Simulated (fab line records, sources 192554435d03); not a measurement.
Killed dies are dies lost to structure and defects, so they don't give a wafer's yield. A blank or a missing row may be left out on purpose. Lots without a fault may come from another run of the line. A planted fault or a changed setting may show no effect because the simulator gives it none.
Chamber matching | flow n5_finfet | N5_GATE_CUT_CMP_61 on cmp-03: 4 sister chambers
The step polishes, stops on SiNx, t overpolish 3 s. 18 wafers are shown with their chamber, then 9 later ones without.

WAFERS WITH THEIR CHAMBER
wafer  | chamber | motor_current_A (A) | slurry_flow_ml_min
L074.3 | 1       | 12.3                | 150.4
L074.4 | 0       | 12.0                | 149.9
L074.5 | 1       | 12.9                | 149.6
L076.1 | 1       | 11.9                | 149.9
L076.3 | 0       | 11.8                | 150.5
L076.4 | 2       | 12.0                | 150.6
L083.4 | 0       | 12.1                | 149.6
L083.5 | 0       | 12.2                | 149.4
L083.6 | 1       | 12.8                | 150.4
L087.1 | 2       | 11.6                | 150.3
L087.2 | 3       | 12.7                | 150.6
L087.6 | 1       | 12.1                | 149.5
L090.3 | 3       | 13.4                | 149.4
L090.4 | 0       | 12.1                | 149.6
L090.5 | 1       | 12.1                | 149.5
L092.2 | 3       | 13.1                | 149.9
L092.3 | 2       | 11.0                | 150.9
L092.5 | 1       | 11.9                | 150.3

SIGNATURES (means of the wafers above)
reading            | chamber 0 | chamber 1 | chamber 2 | chamber 3 | scatter within a chamber
motor_current_A    | 12.040    | 12.286    | 11.533    | 13.067    | 0.364
slurry_flow_ml_min | 149.800   | 149.943   | 150.600   | 149.967   | 0.439
Rule: a wafer's distance from a chamber is the root of the sum, over the readings, of the square of ((its reading less the chamber's mean) divided by the reading's scatter). The wafer belongs to the nearest chamber; if the next one is less than 2 further off, it can't be placed. The scatter: the root of (the sum of the squares of (reading less its chamber's mean) over the shown wafers, divided by (wafers less chambers)).

WAFERS WITHOUT THEIR CHAMBER
wafer  | motor_current_A (A) | slurry_flow_ml_min
L093.1 | 12.6                | 150.6
L093.4 | 12.4                | 149.6
L093.6 | 12.4                | 149.2
L095.2 | 11.9                | 150.1
L095.3 | 12.2                | 150.7
L095.4 | 12.0                | 151.1
L097.2 | 12.0                | 149.8
L097.3 | 11.4                | 150.7
L097.4 | 13.2                | 149.4

WHICH CHAMBER EACH WENT THROUGH
wafer  | from the rows above               | in truth
L093.1 | can't be placed: 1 or 3 or 0 or 2 | 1
L093.4 | can't be placed: 1 or 0 or 3      | 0
L093.6 | can't be placed: 0 or 1 or 3      | 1
L095.2 | can't be placed: 0 or 1 or 2      | 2
L095.3 | can't be placed: 1 or 2 or 0 or 3 | 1
L095.4 | can't be placed: 2 or 1 or 0      | 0
L097.2 | can't be placed: 0 or 1           | 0
L097.3 | 2                                 | 2
L097.4 | can't be placed: 3 or 1 or 0      | 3
Placed correctly: 1 of 9. Can't be placed from these rows: 8 (the true chamber is among the candidates in 8). Placed wrongly: 0.
